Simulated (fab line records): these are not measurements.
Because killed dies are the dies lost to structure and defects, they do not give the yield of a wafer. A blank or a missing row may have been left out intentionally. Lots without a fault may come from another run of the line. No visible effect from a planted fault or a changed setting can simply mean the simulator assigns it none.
Comparing a struck lot with a sound one || flow n5_finfet || 31 out of 1938 route steps
Sound: the wafers L785.1, L785.4, L785.6. Wafers L800.1, L800.3, L800.5 were the ones struck. At the end, the cause is stated.
Per side, at each step with rows, come the tool, then ch with its chambers, and then its first start. Under that, the readings that differ: sound wafers || struck wafers || difference of the means || sigmas: that difference in standard deviations of wafers without a fault.
alike: words and numbers the same on both sides, and readings whose means are apart by under 2 such deviations; not compared: readings that were withheld, readings missing a value for some wafer, numbers with overlapping values and no deviation given by the record, and bounds like >300 which may hide the same value.
A row with sigmas, a row that says differs or no value, or rows on one side alone: a step with any of these is where the two part. Numbers that don't overlap but have no deviation are shown without sigmas and don't part them. A reading that every wafer of one side lacks parts them only if that side has two wafers or more.

N5_DUMMY_REMOVAL_STRIP_10: strips in N2/H2, time 40 s.
  sound on rie_diel-01 ch 0,2, day 4 12:03; struck on rie_diel-04 ch 1,3, day 8 04:20
  alike: drypump_motor_current_A, oes_product_au, rf_vpp_V, showerhead_plenum_p_Torr, throttle_valve_pct
  not compared: rf_hours_counter_h
then, 2 steps without rows for these wafers: N5_DUMMY_REMOVAL_PRECLEAN_07 (cleans in dHF, time 30 s); N5_DUMMY_REMOVAL_DUMMY_REMOVE_02 (chemistry TMAH, target poly-Si, stops on SiO2, target depth 142 nm, time 57 s, rinse time 30 s).
N5_DUMMY_REMOVAL_INSPECT_06: inspects for defects (brightfield).
  sound on defect_inspect-01 at day 4 12:13; struck on defect_inspect-01 at day 8 04:31
  alike: raw_defect_count
then, 7 steps without rows for these wafers: N5_DUMMY_REMOVAL_PRECLEAN_08 (cleans in NF3:NH3, afs cycles 2, time 20 s, sublimation time 60 s); N5_DUMMY_REMOVAL_PRECLEAN_04 (cleans in DHF, time 37 s); N5_DUMMY_REMOVAL_SRD_05 (time 30 s); N5_HKMG_FIN_IL_REGROW_00 (material SiO2, chemistry O3, target thk 0.75 nm, time 30 s); N5_HKMG_FIN_HK_ALD_01 (deposits HfO2, target thk 1.6 nm, pulse time 3 s, purge time 3 s); N5_HKMG_FIN_HK_ANNEAL_02 (time 30 s); N5_HKMG_FIN_ALD_74 (deposits La2O3, target thk 0.5 nm, pulse time 6 s, co reactant pulse time 1 s).
N5_HKMG_FIN_ALD_75: deposits Al2O3, target thk 1 nm, co reactant pulse time 1 s.
  sound on ald_hk-03 ch 0,1, day 4 13:03; struck on ald_hk-03 ch 1,2, day 8 05:34
  alike: heater_power_w, precursor_pulse_height_rel
N5_HKMG_FIN_COAT_41: time 60 s, resist thk 300 nm.
  sound on litho_track-02 ch 0, day 4 13:09; struck on litho_track-02 ch 0, day 8 05:44
{"reading": "spin_speed_rpm (rpm)", "sound": "1502.1 1499.5 1500.8", "struck": "1338.7 1339.3 1338.9", "difference": -161.8, "sigmas": "-99 or more"}
{"reading": "model.SOC_of_HKMG_FIN_COAT_41.thk_nm (nm)", "sound": "300.4 300.4 299.8", "struck": "318.2 318 318.8", "difference": "+18.1", "sigmas": ""}
  alike: exhaust_pa
then, 7 steps without rows for these wafers: N5_HKMG_FIN_COAT_42 (time 60 s, resist thk 35 nm); N5_HKMG_FIN_COAT_43 (resist thk 90 nm); N5_HKMG_FIN_EBR_45; N5_HKMG_FIN_SOFTBAKE_44 (time 60 s); N5_HKMG_FIN_EXPOSE_46 (exposes mask NDIPOLE); N5_HKMG_FIN_PEB_47 (peb time 60 s); N5_HKMG_FIN_DEVELOP_48 (develop time 30 s).
N5_HKMG_FIN_CD_MEAS_49: the cd target is 202 nm.
  sound on cd_sem-01 ch 0, day 4 13:31; struck on cd_sem-01 ch 0, day 8 06:06
  alike: cd_nm
N5_HKMG_FIN_OVL_MEAS_50:
  sound on overlay-02 ch 0, day 4 13:33; struck on overlay-01 ch 0, day 8 06:08
  alike: NDIPOLE_OVL
N5_HKMG_FIN_INSPECT_61: inspects for defects (macro).
  sound on defect_inspect-02 at day 4 13:34; struck on defect_inspect-01 at day 8 06:10
  alike: raw_defect_count
N5_HKMG_FIN_DESCUM_53: chemistry O2, time 7.9 s.
  sound on rie_diel-05 ch 0,1, day 4 13:37; struck on rie_diel-03 ch 0,1,2, day 8 06:11
  alike: drypump_motor_current_A, oes_product_au, rf_vpp_V, showerhead_plenum_p_Torr, throttle_valve_pct
  not compared: rf_hours_counter_h
then, 1 step without rows for these wafers: N5_HKMG_FIN_ETCH_54 (etches SiARC in CF4, target depth 45.5 nm, time 75.8 s).
N5_HKMG_FIN_ETCH_55: etches SOC in N2/H2, target depth 240 nm, time 300 s.
  sound on rie_diel-05 ch 0,1, day 4 13:42; struck on rie_diel-03 ch 0,1,2, day 8 06:17
  alike: drypump_motor_current_A, oes_product_au, rf_vpp_V, showerhead_plenum_p_Torr, throttle_valve_pct
  not compared: rf_hours_counter_h
then, 1 step without rows for these wafers: N5_HKMG_FIN_STRIP_56 (strips in N2/H2).
N5_HKMG_FIN_STRIP_57: strips in CF4.
  sound on rie_diel-05 ch 0,1, day 4 13:53; struck on rie_diel-03 ch 0,1,2, day 8 06:28
  alike: drypump_motor_current_A, oes_product_au, rf_vpp_V, showerhead_plenum_p_Torr, throttle_valve_pct
  not compared: rf_hours_counter_h
then, 1 step without rows for these wafers: N5_HKMG_FIN_ETCH_58 (etches SOC in N2/H2, target depth 215.8 nm, time 741 s).
N5_HKMG_FIN_STRIP_93: strips SOC in N2/H2, time 20 s.
  sound on rie_diel-05 ch 0,1, day 4 14:20; struck on rie_diel-03 ch 0,1,2, day 8 06:55
{"reading": "throttle_valve_pct (%)", "sound": "19.50 19.54 19.16", "struck": "18.73 18.87 18.77", "difference": -0.61, "sigmas": -2}
{"reading": "model.SOC_of_HKMG_FIN_COAT_41.thk_nm (nm)", "sound": "77.2 79 74.6", "struck": "96.4 94 93", "difference": "+17.5", "sigmas": ""}
  alike: drypump_motor_current_A, oes_product_au, rf_vpp_V, showerhead_plenum_p_Torr
  not compared: rf_hours_counter_h
then, 1 step without rows for these wafers: N5_HKMG_FIN_WET_ETCH_76 (etches Al2O3 in dNH4OH, stops on La2O3, target depth 2.25 nm, rinse time 30 s).

## WHERE THEY PART
Last at N5_HKMG_FIN_STRIP_93 as far as this record goes, first at N5_HKMG_FIN_COAT_41.

WHY: the cause the simulator had injected
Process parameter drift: litho_track-02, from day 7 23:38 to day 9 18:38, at N5_HKMG_FIN_COAT_41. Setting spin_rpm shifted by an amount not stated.
